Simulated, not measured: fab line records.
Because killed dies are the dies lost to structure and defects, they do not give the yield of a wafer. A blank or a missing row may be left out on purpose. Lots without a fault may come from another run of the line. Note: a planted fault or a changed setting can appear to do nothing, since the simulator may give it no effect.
What tool caused it?    flow nand-harc    12 lots, 36 wafers sampled, at 4 steps of a route of 1302

WHAT EACH GAUGE READ, for each wafer
NHARC_P_GATE_OVL_MEAS_27. Usual: overlay-x-nm 0.1 nm, standard deviation 0.67; overlay-y-nm -0.1 nm, standard deviation 0.92.
lot   measured      on          overlay-x-nm (nm)  overlay-y-nm (nm)  flag
L111  day 4 06:17   overlay-02  0.7 0.4 -0.3       -0.5 -1.0 -0.9     
L112  day 4 10:28   overlay-02  -1.2 -1.3 -1.1     0.2 -0.1 -0.4      
L113  day 4 19:54   overlay-01  0.3 0.2 0.0        -1.8 -1.6 -2.1     
L114  day 5 16:26   overlay-01  0.3 -0.4 -0.2      -0.9 -0.2 -0.3     
L117  day 6 13:55   overlay-02  0.1 -0.2 0.7       0.3 0.7 0.3        
L127  day 10 19:15  overlay-01  0.3 0.4 -0.5       -0.5 -0.2 0.2      
L128  day 11 09:08  overlay-02  1.3 1.0 1.1        0.3 -0.1 0.2       
L129  day 11 16:20  overlay-02  0.4 0.0 -0.2       0.3 0.8 0.2        
L131  day 12 06:58  overlay-01  0.6 0.8 1.1        -2.1 -2.7 -2.4     
L132  day 13 00:43  overlay-01  0.3 0.2 -0.1       -0.2 0.0 0.2       
L133  day 13 05:32  overlay-02  0.8 -0.1 0.6       -0.5 -1.0 -1.1     
L134  day 13 12:30  overlay-01  1.0 0.7 1.3        0.3 0.5 0.2        

NHARC_P_GATE_CD_MEAS_59: target cd 720 nm. Usual: cd-nm 720.3 nm, standard deviation 1.8.
lot   measured      on         cd-nm (nm)         flag
L111  day 4 19:54   cd-sem-03  718.7 724.0 720.3  
L112  day 5 00:07   cd-sem-03  720.4 719.6 718.1  
L113  day 5 09:20   cd-sem-02  722.8 724.1 722.3  
L114  day 6 06:16   cd-sem-02  720.7 720.9 718.8  
L117  day 7 05:37   cd-sem-03  764.7 768.5 762.4  OFF
L127  day 11 08:49  cd-sem-02  717.9 718.3 719.8  
L128  day 12 00:47  cd-sem-01  719.0 722.0 721.2  
L129  day 12 05:48  cd-sem-03  722.5 721.7 722.3  
L131  day 12 20:26  cd-sem-02  720.8 719.8 721.2  
L132  day 13 14:28  cd-sem-01  721.0 716.9 717.2  
L133  day 13 19:17  cd-sem-02  715.9 721.1 715.7  
L134  day 14 02:16  cd-sem-01  719.2 719.5 721.8  

EACH LOT AND THE TOOL THAT RAN IT (in order: tool; ch and the chambers of the sampled wafers; start)
lot   NHARC_P_GATE_ETCH_114                          NHARC_P_GATE_EXPOSE_56
L111  rie-diel-05 ch 1,2,3, day 4 19:45 or earlier   krf-scanner-02 ch 0, day 4 19:45
L112  rie-diel-10 ch 1,2,3, day 4 23:58 or earlier   krf-scanner-03 ch 0, day 4 23:58
L113  rie-diel-03 ch 1,2,3, day 5 09:11 or earlier   krf-scanner-04 ch 0, day 5 09:11
L114  rie-diel-03 ch 0,2,3, day 6 06:07 or earlier   krf-scanner-04 ch 0, day 6 06:07
L117  rie-diel-05 ch 1,2, day 7 05:28 or earlier     krf-scanner-02 ch 0, day 7 05:28
L127  rie-diel-10 ch 0,2, day 11 08:40 or earlier    krf-scanner-04 ch 0, day 11 08:40
L128  rie-diel-05 ch 1,2, day 12 00:38 or earlier    krf-scanner-04 ch 0, day 12 00:38
L129  rie-diel-03 ch 1,2,3, day 12 05:39 or earlier  krf-scanner-04 ch 0, day 12 05:39
L131  rie-diel-10 ch 1,2,3, day 12 20:17 or earlier  krf-scanner-02 ch 0, day 12 20:17
L132  rie-diel-10 ch 2,3, day 13 14:18 or earlier    krf-scanner-02 ch 0, day 13 14:18
L133  rie-diel-03 ch 1,2,3, day 13 19:07 or earlier  krf-scanner-03 ch 0, day 13 19:07
L134  rie-diel-05 ch 0,1,2, day 14 02:06 or earlier  krf-scanner-02 ch 0, day 14 02:06
- NHARC_P_GATE_ETCH_114: etches the open film in CF4/O2, target depth 30 nm, overetch 3 nm, time 16.5 s.
- NHARC_P_GATE_EXPOSE_56: exposes mask P PSD, target cd 720 nm.

AS READ BY THE TOOLS THEMSELVES (means over the sampled wafers that have a number; for cases with no such wafer, the mark the record gives instead)
NHARC_P_GATE_ETCH_114. Usual: drypump-motor-current-A 5.7 A, standard deviation 0.4; oes_ar_750_au 1.000 a.u., standard deviation 0.0049; oes-product-au 0.996 a.u., standard deviation 0.011; rf-vpp-V 198.4 V, standard deviation 1.1; showerhead-plenum-p-Torr 1.36 Torr, standard deviation 0.041; throttle-valve-pct 13.397 %, standard deviation 0.0096.
lot   tool         drypump-motor-current-A (A)  oes_ar_750_au (a.u.)  oes-product-au (a.u.)  rf-vpp-V (V)  showerhead-plenum-p-Torr (Torr)  throttle-valve-pct (%)  flag
L111  rie-diel-05  5.8                          1.004                 1.007                  198.6         1.38                             13.396                  
L112  rie-diel-10  6.0                          0.999                 0.996                  197.9         1.34                             13.401                  
L113  rie-diel-03  5.3                          1.002                 1.001                  198.2         1.37                             13.393                  
L114  rie-diel-03  5.3                          1.004                 0.994                  198.6         1.36                             13.400                  
L117  rie-diel-05  5.8                          0.998                 1.003                  199.8         1.38                             13.402                  
L127  rie-diel-10  5.7                          1.000                 1.001                  198.0         1.29                             13.396                  
L128  rie-diel-05  5.8                          1.003                 0.996                  199.1         1.39                             13.406                  
L129  rie-diel-03  5.3                          1.001                 1.002                  199.0         1.36                             13.407                  
L131  rie-diel-10  6.0                          0.998                 0.990                  198.8         1.33                             13.396                  
L132  rie-diel-10  5.9                          0.995                 0.991                  198.1         1.32                             13.395                  
L133  rie-diel-03  5.3                          1.002                 0.998                  198.5         1.36                             13.387                  
L134  rie-diel-05  5.9                          0.999                 0.987                  198.5         1.36                             13.405                  

NHARC_P_GATE_EXPOSE_56. Usual: exposure-dose-mJ-cm2 14.810, standard deviation 0.013.
lot   tool            exposure-dose-mJ-cm2  flag
L111  krf-scanner-02  14.815                
L112  krf-scanner-03  14.826                
L113  krf-scanner-04  14.806                
L114  krf-scanner-04  14.822                
L117  krf-scanner-02  14.803                
L127  krf-scanner-04  14.808                
L128  krf-scanner-04  14.808                
L129  krf-scanner-04  14.820                
L131  krf-scanner-02  14.814                
L132  krf-scanner-02  14.798                
L133  krf-scanner-03  14.808                
L134  krf-scanner-02  14.814                

THE ANSWER, worked out from the rows above alone
Rule: a lot counts as off when the mean over its wafers that have a number is more than 3 standard deviations away from the usual mean. A lot without any number at a reading at which 4 lots or more have one is off too. All remaining lots with rows at the step are treated as sound. First the gauges in route order, then the tools' own readings, where a lot's mean is used as printed above. At the first step where some lot is off, the reading lying furthest off is the one used; lots without a number count as furthest.
Off: L117, at NHARC_P_GATE_CD_MEAS_59 (cd-nm).
If a tool, at a process step before that reading, ran all the lots that are off and no sound lot after the first of them, it fits. Gauges at NHARC_P_GATE_CD_MEAS_59: tried the same way as those tools. NHARC_P_GATE_ETCH_114: start missing for some lots; hours and lot order therefore follow NHARC_P_GATE_EXPOSE_56. Not one of the candidates tried fits.

WHAT THE SIMULATOR HAD INSERTED
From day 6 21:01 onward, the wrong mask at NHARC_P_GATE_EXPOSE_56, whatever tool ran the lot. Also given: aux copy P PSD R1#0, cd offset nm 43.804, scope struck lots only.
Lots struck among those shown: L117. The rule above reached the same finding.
